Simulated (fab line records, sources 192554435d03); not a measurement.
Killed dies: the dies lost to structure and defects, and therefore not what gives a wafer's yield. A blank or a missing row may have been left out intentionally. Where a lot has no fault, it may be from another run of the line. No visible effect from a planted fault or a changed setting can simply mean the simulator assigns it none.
Which tool did it? / flow n5 finfet / 11 lots, 33 wafers sampled, at 3 steps of a route of 1938

WHAT EACH GAUGE READ, for each wafer
N5_BEOL_M13_RS_MEAS_54: measures by four-point-probe. Usual: M13_RS gives 0.0452 ohm/sq (standard deviation 0.00064).
lot=L891; measured=day 13 01:53; on=film metro-01; M13_RS (ohm/sq)=0.0447 0.0451 0.0444; flag=
lot=L890; measured=day 13 02:52; on=film metro-02; M13_RS (ohm/sq)=0.0444 0.0449 0.0448; flag=
lot=L893; measured=day 13 18:26; on=film metro-01; M13_RS (ohm/sq)=0.0444 0.0441 0.0445; flag=
lot=L896; measured=day 14 04:07; on=film metro-01; M13_RS (ohm/sq)=0.0450 0.0447 0.0459; flag=
lot=L894; measured=day 14 05:37; on=film metro-01; M13_RS (ohm/sq)=0.0446 0.0447 0.0459; flag=
lot=L895; measured=day 14 06:04; on=film metro-01; M13_RS (ohm/sq)=0.0440 0.0448 0.0447; flag=
lot=L898; measured=day 15 01:46; on=film metro-01; M13_RS (ohm/sq)=0.0448 0.0461 0.0462; flag=
lot=L901; measured=day 16 01:06; on=film metro-02; M13_RS (ohm/sq)=0.0456 0.0454 0.0449; flag=
lot=L910; measured=day 17 17:52; on=film metro-01; M13_RS (ohm/sq)=0.0444 0.0451 0.0445; flag=
lot=L911; measured=day 17 23:56; on=film metro-01; M13_RS (ohm/sq)=0.0454 0.0463 0.0452; flag=
lot=L912; measured=day 18 12:55; on=film metro-02; M13_RS (ohm/sq)=0.0459 0.0464 0.0462; flag=

N5_BEOL_M14_CD_MEAS_17: target cd 250 nm. Usual: cd nm at 252.0 nm, with a standard deviation of 2.4.
lot=L891; measured=day 13 04:08; on=cd sem-02; cd nm (nm)=247.1 251.4 254.6; flag=
lot=L890; measured=day 13 04:29; on=cd sem-01; cd nm (nm)=258.5 254.1 253.2; flag=
lot=L893; measured=day 13 20:10; on=cd sem-03; cd nm (nm)=251.2 251.1 248.2; flag=
lot=L896; measured=day 14 05:13; on=cd sem-03; cd nm (nm)=250.1 252.8 249.2; flag=
lot=L894; measured=day 14 06:49; on=cd sem-02; cd nm (nm)=254.2 256.1 255.0; flag=
lot=L895; measured=day 14 07:10; on=cd sem-01; cd nm (nm)=254.6 251.3 251.7; flag=
lot=L898; measured=day 15 02:50; on=cd sem-03; cd nm (nm)=255.5 254.9 252.1; flag=
lot=L901; measured=day 16 02:38; on=cd sem-03; cd nm (nm)=250.3 249.8 255.4; flag=
lot=L910; measured=day 17 19:05; on=cd sem-01; cd nm (nm)=256.5 252.3 250.3; flag=
lot=L911; measured=day 18 01:13; on=cd sem-03; cd nm (nm)=253.9 249.5 252.9; flag=
lot=L912; measured=day 18 14:07; on=cd sem-03; cd nm (nm)=253.7 251.8 254.8; flag=

WHAT TOOL EACH LOT RAN ON (gives the tool, then ch and the chambers of the sampled wafers, and finally the start)
lot=L891; N5_BEOL_M14_STRIP_64=rie diel-03 ch 0,1,2, day 13 04:08 or earlier
lot=L890; N5_BEOL_M14_STRIP_64=rie diel-03 ch 1,3, day 13 04:29 or earlier
lot=L893; N5_BEOL_M14_STRIP_64=rie diel-03 ch 2,3, day 13 20:10 or earlier
lot=L896; N5_BEOL_M14_STRIP_64=rie diel-01 ch 0,1,3, day 14 05:13 or earlier
lot=L894; N5_BEOL_M14_STRIP_64=rie diel-03 ch 1,3, day 14 06:49 or earlier
lot=L895; N5_BEOL_M14_STRIP_64=rie diel-05 ch 0,1,2, day 14 07:10 or earlier
lot=L898; N5_BEOL_M14_STRIP_64=rie diel-03 ch 0,3, day 15 02:50 or earlier
lot=L901; N5_BEOL_M14_STRIP_64=rie diel-03 ch 0,1,2, day 16 02:38 or earlier
lot=L910; N5_BEOL_M14_STRIP_64=rie diel-05 ch 0,1,3, day 17 19:05 or earlier
lot=L911; N5_BEOL_M14_STRIP_64=rie diel-01 ch 2,3, day 18 01:13 or earlier
lot=L912; N5_BEOL_M14_STRIP_64=rie diel-01 ch 2,3, day 18 14:07 or earlier
- N5_BEOL_M14_STRIP_64: strips in O2.

AS READ BY THE TOOLS THEMSELVES (means over the sampled wafers that have a number; for cases with no such wafer, the mark the record gives instead)
N5_BEOL_M14_STRIP_64. Usual: drypump motor current A 5.7 A, standard deviation 0.39; oes product au 0.81 a.u., standard deviation 0.062; rf vpp V 3.6 V, standard deviation 0.48; showerhead plenum p Torr 2.13 Torr, standard deviation 0.1; throttle valve pct 16.68 %, standard deviation 0.22.
lot=L891; tool=rie diel-03; drypump motor current A (A)=5.5; oes product au (a.u.)=0.87; rf vpp V (V)=3.6; showerhead plenum p Torr (Torr)=2.23; throttle valve pct (%)=16.53; flag=
lot=L890; tool=rie diel-03; drypump motor current A (A)=5.8; oes product au (a.u.)=0.78; rf vpp V (V)=3.7; showerhead plenum p Torr (Torr)=2.16; throttle valve pct (%)=16.68; flag=
lot=L893; tool=rie diel-03; drypump motor current A (A)=5.9; oes product au (a.u.)=0.84; rf vpp V (V)=4.1; showerhead plenum p Torr (Torr)=2.20; throttle valve pct (%)=16.69; flag=
lot=L896; tool=rie diel-01; drypump motor current A (A)=6.0; oes product au (a.u.)=0.81; rf vpp V (V)=3.6; showerhead plenum p Torr (Torr)=2.10; throttle valve pct (%)=16.74; flag=
lot=L894; tool=rie diel-03; drypump motor current A (A)=6.1; oes product au (a.u.)=0.72; rf vpp V (V)=3.5; showerhead plenum p Torr (Torr)=2.12; throttle valve pct (%)=16.70; flag=
lot=L895; tool=rie diel-05; drypump motor current A (A)=5.6; oes product au (a.u.)=0.80; rf vpp V (V)=3.9; showerhead plenum p Torr (Torr)=2.06; throttle valve pct (%)=16.78; flag=
lot=L898; tool=rie diel-03; drypump motor current A (A)=6.2; oes product au (a.u.)=0.74; rf vpp V (V)=3.5; showerhead plenum p Torr (Torr)=2.12; throttle valve pct (%)=16.58; flag=
lot=L901; tool=rie diel-03; drypump motor current A (A)=5.6; oes product au (a.u.)=0.84; rf vpp V (V)=3.5; showerhead plenum p Torr (Torr)=2.22; throttle valve pct (%)=16.58; flag=
lot=L910; tool=rie diel-05; drypump motor current A (A)=5.5; oes product au (a.u.)=0.78; rf vpp V (V)=3.6; showerhead plenum p Torr (Torr)=2.02; throttle valve pct (%)=16.82; flag=
lot=L911; tool=rie diel-01; drypump motor current A (A)=6.0; oes product au (a.u.)=0.78; rf vpp V (V)=3.7; showerhead plenum p Torr (Torr)=2.14; throttle valve pct (%)=16.82; flag=
lot=L912; tool=rie diel-01; drypump motor current A (A)=5.5; oes product au (a.u.)=0.79; rf vpp V (V)=3.5; showerhead plenum p Torr (Torr)=2.07; throttle valve pct (%)=16.61; flag=

THE ANSWER, worked out from the rows above alone
Rule: a lot counts as off when the mean over its wafers that have a number is more than 3 standard deviations away from the usual mean. Also off: a lot with no number at a reading for which 4 or more lots have one. Any other lot the step has rows for is counted as sound. After the gauges, taken in route order, come the tools' own readings; for these a lot's mean is taken, as printed above. The first step at which some lot is off is used, and at that step the reading that is off furthest; a lot without a number counts as furthest.
None of the lots is off at any reading shown; this tells nothing.

WHAT HAD BEEN PUT IN BY THE SIMULATOR
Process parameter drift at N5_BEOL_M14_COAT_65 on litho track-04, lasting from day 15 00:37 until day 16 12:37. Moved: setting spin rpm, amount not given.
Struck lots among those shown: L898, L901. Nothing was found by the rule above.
